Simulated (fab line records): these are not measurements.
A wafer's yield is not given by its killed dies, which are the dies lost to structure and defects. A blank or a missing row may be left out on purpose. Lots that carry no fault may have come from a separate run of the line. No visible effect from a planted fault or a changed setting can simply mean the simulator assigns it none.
Which of the tools did it? -- flow nand harc -- 39 wafers from 13 lots sampled at 4 of the route's 1159 steps

## WHAT EACH GAUGE READ, for each wafer
No reading from a measuring or inspecting step in the record can be judged against a usual standard deviation.

## EACH LOT AND THE TOOL THAT RAN IT (in order: tool; ch and the chambers of the sampled wafers; start)
lot,NHARC_A_WL_FILL_STRIP_29,NHARC_A_CONTACT_DEP_24,NHARC_A_CONTACT_ETCH_115,NHARC_A_CONTACT_ETCH_118
L372,"rie diel-10 ch 0,1, day 15 13:38","pecvd-03 ch 1,2, day 16 03:05","har cap etch-03 ch 0,1, day 16 09:25","har cap etch-03 ch 0,1, day 16 09:41"
L373,"rie diel-09 ch 1,3, day 15 13:41","pecvd-03 ch 0,1,2, day 16 01:19","har cap etch-02 ch 0,1, day 16 08:40","har cap etch-02 ch 0,1, day 16 08:57"
L375,"rie diel-02 ch 0,1, day 16 04:53","pecvd-03 ch 0,2, day 16 16:24","har cap etch-03 ch 1, day 16 21:46","har cap etch-03 ch 1, day 16 22:03"
L376,"rie diel-09 ch 0,1,3, day 16 10:23","pecvd-03 ch 1,2, day 17 02:18","har cap etch-03 ch 0,1, day 17 07:53","har cap etch-03 ch 0,1, day 17 08:10"
L378,"rie diel-10 ch 1,2, day 16 19:05","pecvd-01 ch 0,1,2, day 17 07:34","har cap etch-03 ch 0,1, day 17 13:17","har cap etch-03 ch 0,1, day 17 13:34"
L379,"rie diel-09 ch 0,3, day 17 03:52","pecvd-01 ch 1,2, day 17 17:28","har cap etch-03 ch 0,1, day 18 00:22","har cap etch-03 ch 0,1, day 18 00:38"
L380,"rie diel-09 ch 1,2, day 17 19:35","pecvd-04 ch 0,1, day 18 07:34","har cap etch-03 ch 0,1, day 18 14:05","har cap etch-03 ch 0,1, day 18 14:22"
L382,"rie diel-02 ch 1,2,3, day 17 19:38","pecvd-04 ch 1,2, day 18 11:53","har cap etch-01 ch 0,1, day 18 17:25","har cap etch-01 ch 0,1, day 18 17:42"
L381,"rie diel-10 ch 0,3, day 17 19:39","pecvd-03 ch 0,2, day 18 12:36","har cap etch-03 ch 0,1, day 18 20:04","har cap etch-03 ch 0,1, day 18 20:20"
L389,"rie diel-09 ch 0,3, day 19 11:49","pecvd-04 ch 0,1,2, day 19 23:11","har cap etch-02 ch 0,1, day 20 04:46","har cap etch-02 ch 0,1, day 20 05:04"
L391,"rie diel-09 ch 0,1,3, day 20 01:52","pecvd-01 ch 0,1,2, day 20 13:02","har cap etch-01 ch 0,1, day 20 18:52","har cap etch-01 ch 0,1, day 20 19:09"
L390,"rie diel-02 ch 0,2,3, day 20 01:59","pecvd-04 ch 0,1,2, day 20 13:37","har cap etch-03 ch 0,1, day 20 19:54","har cap etch-03 ch 0,1, day 20 20:16"
L395,"rie diel-10 ch 1,2,3, day 21 05:13","pecvd-03 ch 0,1,2, day 21 18:34","har cap etch-03 ch 0,1, day 22 00:25","har cap etch-03 ch 0,1, day 22 00:42"
- NHARC_A_WL_FILL_STRIP_29: strips in O2, time 20 s.
- NHARC_A_CONTACT_DEP_24: deposits SiO2, target thk 500 nm.
- NHARC_A_CONTACT_ETCH_115: etches the open film in C4F8/O2/Ar, time 94 s, target depth 922 nm.
- NHARC_A_CONTACT_ETCH_118: etches the open film in C4F8/O2/Ar, time 94 s, target depth 922 nm.

## AS READ BY THE TOOLS THEMSELVES (means over the sampled wafers that have a number; for cases with no such wafer, the mark the record gives instead)
NHARC_A_WL_FILL_STRIP_29. Usual: drypump motor current A 6.0 A, standard deviation 0.32; oes product au 0.998 a.u., standard deviation 0.012; rf vpp V 57.7 V, standard deviation 0.89; showerhead plenum p Torr 3.54 Torr, standard deviation 0.14; throttle valve pct 17.035 %, standard deviation 0.009.
lot,tool,drypump motor current A (A),oes product au (a.u.),rf vpp V (V),showerhead plenum p Torr (Torr),throttle valve pct (%),flag
L372,rie diel-10,5.9,1.000,58.2,3.72,17.033,
L373,rie diel-09,5.8,0.989,57.9,3.47,17.038,
L375,rie diel-02,5.9,0.994,57.9,3.50,17.038,
L376,rie diel-09,6.0,0.997,57.5,3.55,17.037,
L378,rie diel-10,5.9,0.992,58.8,3.65,17.037,
L379,rie diel-09,6.3,1.001,57.9,3.57,17.026,
L380,rie diel-09,5.5,0.988,57.3,3.43,17.038,
L382,rie diel-02,5.8,0.991,57.7,3.58,17.022,
L381,rie diel-10,6.2,1.009,58.7,3.54,17.028,
L389,rie diel-09,6.4,1.006,57.6,3.63,17.039,
L391,rie diel-09,6.0,0.993,56.6,3.55,17.033,
L390,rie diel-02,5.7,1.014,58.4,3.68,17.035,
L395,rie diel-10,6.0,0.984,57.8,3.56,17.043,

NHARC_A_CONTACT_DEP_24. Usual: heater power w 562 W, standard deviation 86; rf fwd power W 898.4 W, standard deviation 2.5; showerhead vpp V 1884 V, standard deviation 53; throttle valve pct 16.2 %, standard deviation 0.49.
lot,tool,heater power w (W),rf fwd power W (W),showerhead vpp V (V),throttle valve pct (%),flag
L372,pecvd-03,551,898.1,1850,16.4,
L373,pecvd-03,559,899.8,1855,16.1,
L375,pecvd-03,581,897.0,1866,16.1,
L376,pecvd-03,551,899.0,1851,16.3,
L378,pecvd-01,643,900.5,1895,16.2,
L379,pecvd-01,650,897.0,1862,16.4,
L380,pecvd-04,530,899.6,1878,16.5,
L382,pecvd-04,457,894.8,1927,16.0,
L381,pecvd-03,506,896.2,1818,16.5,
L389,pecvd-04,483,1019.3,2017,16.3,OFF
L391,pecvd-01,589,896.9,1877,15.9,
L390,pecvd-04,476,1016.1,2034,16.5,OFF
L395,pecvd-03,597,900.5,1869,16.1,

## THE ANSWER, worked out from the rows above alone
Rule: a lot counts as off when the mean over its wafers that have a number is more than 3 standard deviations away from the usual mean. A lot without any number at a reading at which 4 lots or more have one is off too. Any other lot the step has rows for is counted as sound. First the gauges in route order, then the tools' own readings, where a lot's mean is used as printed above. At the first step where some lot is off, the reading lying furthest off is the one used; lots without a number count as furthest.
Off, at NHARC_A_CONTACT_DEP_24 on rf fwd power W: L389, L390.
If a tool, at that step or one of the process steps before it, ran each lot that is off and ran no sound lot following the first of them, it fits. One candidate fits, namely pecvd-04 at NHARC_A_CONTACT_DEP_24. A fault onset in the window from L382 (day 18 11:53, its last sound lot) to L389 (day 19 23:11, its first lot off) fits.
The tool's own readings at NHARC_A_CONTACT_DEP_24 bear it out: on the lots that are off they differ by more than 5 times the standard deviation of the sound lots' means. rf fwd power W reads 1017.7 W there against 898.1 W on the sound lots; showerhead vpp V reads 2026 V there against 1868 V on the sound lots.

## WHAT WAS PUT IN BY THE SIMULATOR
pecvd-04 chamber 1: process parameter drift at NHARC_A_CONTACT_DEP_24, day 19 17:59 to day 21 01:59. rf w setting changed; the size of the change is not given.
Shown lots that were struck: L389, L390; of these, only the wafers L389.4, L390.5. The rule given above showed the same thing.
